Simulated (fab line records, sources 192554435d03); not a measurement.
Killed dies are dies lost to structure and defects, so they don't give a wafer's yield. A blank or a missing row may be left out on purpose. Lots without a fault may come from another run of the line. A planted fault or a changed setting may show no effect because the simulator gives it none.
Chamber matching | flow n5_finfet | N5_ILD0_ALD_15 on ald_sin-01: 4 sister chambers
The step deposits SiNx, target thk 24 nm, pulse time 1 s, ald cycles 480. 20 wafers are shown with their chamber, then 10 later ones without.

WAFERS WITH THEIR CHAMBER
wafer  | chamber | heater_power_w (W) | precursor_pulse_height_rel
L074.3 | 2       | 1085               | 1.023
L074.4 | 0       | 923                | 1.021
L074.5 | 0       | 928                | 0.961
L076.2 | 1       | 743                | 1.001
L076.5 | 0       | 944                | 0.985
L076.6 | 3       | 900                | 0.999
L086.3 | 3       | 900                | 1.028
L086.5 | 2       | 1068               | 1.019
L086.6 | 3       | 909                | 0.979
L087.1 | 2       | 1085               | 1.018
L087.2 | 3       | 898                | 1.018
L087.6 | 0       | 929                | 0.994
L090.2 | 3       | 913                | 1.033
L090.3 | 1       | 731                | 0.968
L090.6 | 0       | 945                | 0.995
L091.3 | 2       | 1088               | 0.986
L091.4 | 3       | 883                | 1.004
L091.6 | 0       | 948                | 0.996
L092.3 | 3       | 888                | 0.977
L092.5 | 1       | 717                | 0.992

SIGNATURES (means of the wafers above)
reading                    | chamber 0 | chamber 1 | chamber 2 | chamber 3 | scatter within a chamber
heater_power_w             | 936.17    | 730.33    | 1081.50   | 898.71    | 10.7
precursor_pulse_height_rel | 0.99200   | 0.98700   | 1.01150   | 1.00543   | 0.0199
Rule: a wafer's distance from a chamber is the root of the sum, over the readings, of the square of ((its reading less the chamber's mean) divided by the reading's scatter). The wafer belongs to the nearest chamber; if the next one is less than 2 further off, it can't be placed. The scatter: the root of (the sum of the squares of (reading less its chamber's mean) over the shown wafers, divided by (wafers less chambers)).

WAFERS WITHOUT THEIR CHAMBER
wafer  | heater_power_w (W) | precursor_pulse_height_rel
L092.6 | 1087               | 1.003
L093.1 | 938                | 0.967
L093.3 | 906                | 0.987
L093.6 | 1094               | 0.995
L094.1 | 1090               | 1.023
L094.3 | 746                | 1.032
L094.4 | 1055               | 0.997
L095.1 | 896                | 1.023
L095.3 | 1078               | 0.987
L095.6 | 894                | 1.014

WHICH CHAMBER EACH WENT THROUGH
wafer  | from the rows above     | in truth
L092.6 | 2                       | 2
L093.1 | 0                       | 0
L093.3 | can't be placed: 3 or 0 | 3
L093.6 | 2                       | 2
L094.1 | 2                       | 2
L094.3 | 1                       | 1
L094.4 | 2                       | 2
L095.1 | 3                       | 3
L095.3 | 2                       | 2
L095.6 | 3                       | 3
Placed correctly: 9 of 10. Can't be placed from these rows: 1 (the true chamber is among the candidates in 1). Placed wrongly: 0.
